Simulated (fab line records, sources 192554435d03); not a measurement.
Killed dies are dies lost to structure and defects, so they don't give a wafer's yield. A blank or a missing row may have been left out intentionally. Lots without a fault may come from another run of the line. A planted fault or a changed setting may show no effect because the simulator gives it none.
Problem report, 8D (eight disciplines) form, completed by code	flow n5Finfet	the parts of the form that need people (team, actions taken, sign-off) are left out

1. PROBLEM STATEMENT
Wafers with no fault read 34 with a standard deviation of 12, whereas killed_at_M0_to_M3 at N5_PASSIVATION_PROBE_49 reads a mean of 90 on 1 wafer of 1 lot. Measured from the usual mean, that is +4.7 standard deviations.
Earliest sighting: wafer L503.4 on prober-01 at day 16 21:10. The record holds 1 wafer of 1 lot with a number at this step. The rule behind "out" and "out of limits": a value lying over 4 standard deviations away from the usual mean. All remaining wafers that have a number are taken as sound.

2. WHAT THIS IS AND IS NOT
question	is	is not
which readings at this step	killed_at_M0_to_M3, killedOnRim	killed_at_M4_up, killedAtContacts, killedAtFrontEnd, killedAtOther, killedOpen, killedShort, sort_bin_6_memory
which lots	L503	-
which wafers of those lots	all that have a number	-
read on which tools	prober-01	-
when	from day 16 21:10	up to then (0 sound wafers)

3. WHAT RULES OUT EACH SUSPECT
Counting: a tool stays on the suspect list if, at a process step up to the reading, it processed all lots that are out and no sound lot following the first of them.
- rieDiel-04 at N5_BEOL_M2_VIA_ETCH_34 (etches the open film in C4F6/O2, target depth 69.4 nm, time 65.9 s): kept. It ran the lot that is out, L503 (day 10 11:49), and no sound lot after that.
- wetBench-03 at N5_BEOL_M2_PRECLEAN_42 (cleans in residue remover, time 60 s): kept. It ran the lot that is out, L503 (day 10 12:14), and no sound lot after that.
- pvdSputter-03 at N5_BEOL_M2_ANNEAL_82 (time 240 s): kept. It ran the lot that is out, L503 (day 10 14:16), and no sound lot after that.
- pvdSputter-03 at N5_BEOL_M2_SPUTTER_92 (material Cu, target thk 4.5 nm, time 8.29 s): kept. It ran the lot that is out, L503 (day 10 15:04), and no sound lot after that.
- rtpAnneal-01 at N5_BEOL_M2_ANNEAL_51 (time 90 s): kept. It ran the lot that is out, L503 (day 10 15:41), and no sound lot after that.
- cmp-04 at N5_BEOL_M2_CMP_52 (polishes, stops on SiOC, t overpolish 6.8 s, target thk 40 nm): kept. It ran the lot that is out, L503 (day 10 16:02), and no sound lot after that.
- prober-01 at N5_PASSIVATION_PROBE_49: kept. It ran the lot that is out, L503 (day 16 21:10), and no sound lot after that. On those wafers its own readings are out: killed_at_M0_to_M3, killedOnRim.
Left after counting: rieDiel-04 at N5_BEOL_M2_VIA_ETCH_34, wetBench-03 at N5_BEOL_M2_PRECLEAN_42, pvdSputter-03 at N5_BEOL_M2_ANNEAL_82, pvdSputter-03 at N5_BEOL_M2_SPUTTER_92, rtpAnneal-01 at N5_BEOL_M2_ANNEAL_51, cmp-04 at N5_BEOL_M2_CMP_52, prober-01 at N5_PASSIVATION_PROBE_49.

4. THE CAUSE (what the simulator had put in)
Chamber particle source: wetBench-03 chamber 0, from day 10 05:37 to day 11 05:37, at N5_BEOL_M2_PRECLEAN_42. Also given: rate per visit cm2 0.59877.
After counting, 7 suspects remain, this tool included.

5. THE CHAIN OF EFFECTS, in route order
Each row: a reading whose mean over the struck wafers that have a number lies more than 3 standard deviations from the usual. Scope: only readings with a usual standard deviation given in the record; hours: median across lots of the time from each lot's start at the first step in this table that gives one to its start at this step; sigmas: change in usual standard deviations.
hours	step	reading	usual	on struck wafers	change	sigmas
0	N5_PASSIVATION_PROBE_49	defectLimitedYield	91.4 %	86.5	-4.9	-3.1
0	N5_PASSIVATION_PROBE_49	killed_at_M0_to_M3	34	90	+56	+4.7
0	N5_PASSIVATION_PROBE_49	killedOnRim	13	32	+19	+4.4
0	N5_PASSIVATION_PROBE_49	sortYieldPct	91.4 %	86.5	-4.9	-3.1
Its process steps:
- N5_PASSIVATION_PROBE_49

6. WHAT WOULD HAVE CAUGHT IT SOONER
First out-of-limits reading in this record: day 16 21:10, which is 160 hours after fault onset at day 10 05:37.
By day 16 21:10, every lot that is out (1) had started N5_BEOL_M2_PRECLEAN_42 on wetBench-03. None of them would have been spared by holding the tool at that moment.
